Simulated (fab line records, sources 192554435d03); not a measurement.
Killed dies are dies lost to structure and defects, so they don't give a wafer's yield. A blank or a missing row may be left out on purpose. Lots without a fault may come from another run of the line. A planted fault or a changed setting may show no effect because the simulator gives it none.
Problem report in the 8D (eight disciplines) form, filled by code | flow n5_finfet | the parts of the form that need people (team, actions taken, sign-off) are left out

1. THE PROBLEM
killed_at_M4_up at N5_PASSIVATION_PROBE_49 reads a mean of 346 on 6 wafers of 2 lots; wafers without a fault read 14 with a standard deviation of 5.7. That is +58 standard deviations from the usual mean.
First seen on wafer L105.2, day 16 08:26, on prober-01. The record holds 30 wafers of 10 lots with a number at this step. Rule for "out", or "out of limits": more than 4 standard deviations from the usual mean. The other wafers with a number count as sound.

2. WHAT IT IS AND WHAT IT IS NOT
question                    | is                                                                                                   | is not
which readings at this step | killed_at_M4_up, defect_limited_yield, killed_dies, sort_bin_5_function, sort_n_pass, sort_yield_pct | killed_at_M0_to_M3, killed_at_contacts, killed_at_other, killed_open, killed_short, sort_bin_6_memory, sort_bin_8_speed
which lots                  | L103, L105                                                                                           | L107, L988, L990, L992, L993, L994, L995, L999
which wafers of those lots  | all that have a number                                                                               | -
read on which tools         | prober-01, prober-02                                                                                 | -
when                        | from day 16 08:26                                                                                    | up to then (21 sound wafers); but 3 sound wafers of L107 came after

3. SUSPECTS, AND WHAT RULES EACH OUT
Counting: a tool at a process step up to the reading stays a suspect if it ran every lot that is out and no sound lot after the first of them.
- pecvd-03 at N5_BEOL_M8_PECVD_70 (deposits SiO2 from TEOS/O2, target thk 20 nm, time 22.7 s): kept. It ran every lot that is out, first L105 (day 13 12:59), and no sound lot after that; its last sound lot up to then is L999 (day 12 03:44).
Left after counting: pecvd-03 at N5_BEOL_M8_PECVD_70.

4. THE CAUSE (what the simulator had put in)
Skipped step whole: pecvd-03, from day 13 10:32 on, at N5_BEOL_M8_PECVD_70. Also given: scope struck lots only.
Counting left only this tool.

5. THE CHAIN OF EFFECTS, in route order
Each row: a reading whose mean over the struck wafers that have a number lies more than 3 standard deviations from the usual. Only readings for which the record gives a usual standard deviation are gone through. hours: the time from each lot's start at the first step in this table that gives one to its start at this step, as a median over the lots. sigmas: the change in usual standard deviations.
hours | step                    | reading              | usual  | on struck wafers | change | sigmas
0     | N5_PASSIVATION_PROBE_49 | defect_limited_yield | 91.0 % | 62.2             | -28.8  | -19
0     | N5_PASSIVATION_PROBE_49 | killed_at_M4_up      | 14     | 346              | +332   | +58
0     | N5_PASSIVATION_PROBE_49 | killed_dies          | 106    | 446              | +340   | +20
0     | N5_PASSIVATION_PROBE_49 | killed_on_rim        | 14     | 64               | +50    | +12
0     | N5_PASSIVATION_PROBE_49 | sort_bin_5_function  | 5.2 %  | 33.6             | +28.4  | +30
0     | N5_PASSIVATION_PROBE_49 | sort_n_pass          | 1074   | 734              | -340   | -20
0     | N5_PASSIVATION_PROBE_49 | sort_yield_pct       | 91.0 % | 62.2             | -28.8  | -19
The process steps in it:
- N5_PASSIVATION_PROBE_49
Readings that are blank on the struck wafers while sound wafers have them: chamber_pressure_Torr at N5_BEOL_M8_PECVD_70; heater_power_outer_w at N5_BEOL_M8_PECVD_70; heater_power_w at N5_BEOL_M8_PECVD_70; showerhead_plenum_p_Torr at N5_BEOL_M8_PECVD_70; throttle_valve_pct at N5_BEOL_M8_PECVD_70.

6. WHAT WOULD HAVE CAUGHT IT SOONER
In this record the first reading out of limits was taken at day 16 08:26, 70 hours after the fault began at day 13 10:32.
At N5_BEOL_M8_PECVD_70 the tool's readings are blank on the struck wafers, where sound wafers have them: an empty tool record is the first sign, and it was there at once.
All the lots that are out (2) had begun N5_BEOL_M8_PECVD_70 on pecvd-03 by day 16 08:26. A hold on the tool at that time would have spared none of them.
